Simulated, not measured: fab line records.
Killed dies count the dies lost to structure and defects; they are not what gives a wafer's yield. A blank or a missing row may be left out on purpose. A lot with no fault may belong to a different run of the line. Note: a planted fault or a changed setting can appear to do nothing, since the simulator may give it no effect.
One fault seen from 2 desks | flow nandHarc | every desk sees just its own numbers, and what lay behind them comes last

== THE TOOL OWNER'S DESK: ecdCu-01 ==
The tool's own readings at NHARC_A_M1_ECD_22 (material Cu, target thk 400 nm): means of the sampled wafers that have a number, for each lot that ran on this tool. If a lot's mean is further than 4 standard deviations from the usual mean, the lot is out of limits and carries the mark OUT (the distance appears in the brackets).
Columns: A = bathTempC at NHARC_A_M1_ECD_22, usual 24.97 C
lot  | first seen here | A
L323 | day 23 15:33    | 24.95
L327 | day 24 12:43    | 24.98
L328 | day 25 02:05    | 25.00
L330 | day 26 01:25    | 25.07
L329 | day 26 02:55    | 24.86
L331 | day 27 00:36    | 25.02
L339 | day 30 13:26    | 24.91
L340 | day 30 21:02    | 24.98
This desk's finding: nothing out of limits on any of the 8 lots.

== THE METROLOGY DESK ==
Lot by lot, what the gauges showed, no matter which tool ran the lot: averages of those sampled wafers that carry a number. If a lot's mean is further than 4 standard deviations from the usual mean, the lot is out of limits and carries the mark OUT (the distance appears in the brackets).
Columns: A = cdNm at NHARC_A_M1_CD_MEAS_16, usual 120.0 nm
lot  | first seen here | A
L323 | day 23 14:26    | 120.6
L325 | day 23 20:44    | 120.7
L327 | day 24 11:32    | 119.8
L324 | day 24 17:46    | 119.3
L328 | day 25 00:58    | 120.0
L330 | day 26 00:18    | 120.6
L329 | day 26 01:39    | 120.3
L331 | day 26 23:28    | 120.0
L339 | day 30 12:21    | 119.1
L340 | day 30 19:58    | 120.1
L342 | day 31 04:39    | 120.1
L341 | day 31 19:51    | 119.9
This desk's finding: nothing out of limits on any of the 12 lots.

== BROUGHT TOGETHER ==
The tool owner's desk saw nothing out of limits.
Nothing out of limits was seen by the metrology desk.

== WHAT THE SIMULATOR PUT IN ==
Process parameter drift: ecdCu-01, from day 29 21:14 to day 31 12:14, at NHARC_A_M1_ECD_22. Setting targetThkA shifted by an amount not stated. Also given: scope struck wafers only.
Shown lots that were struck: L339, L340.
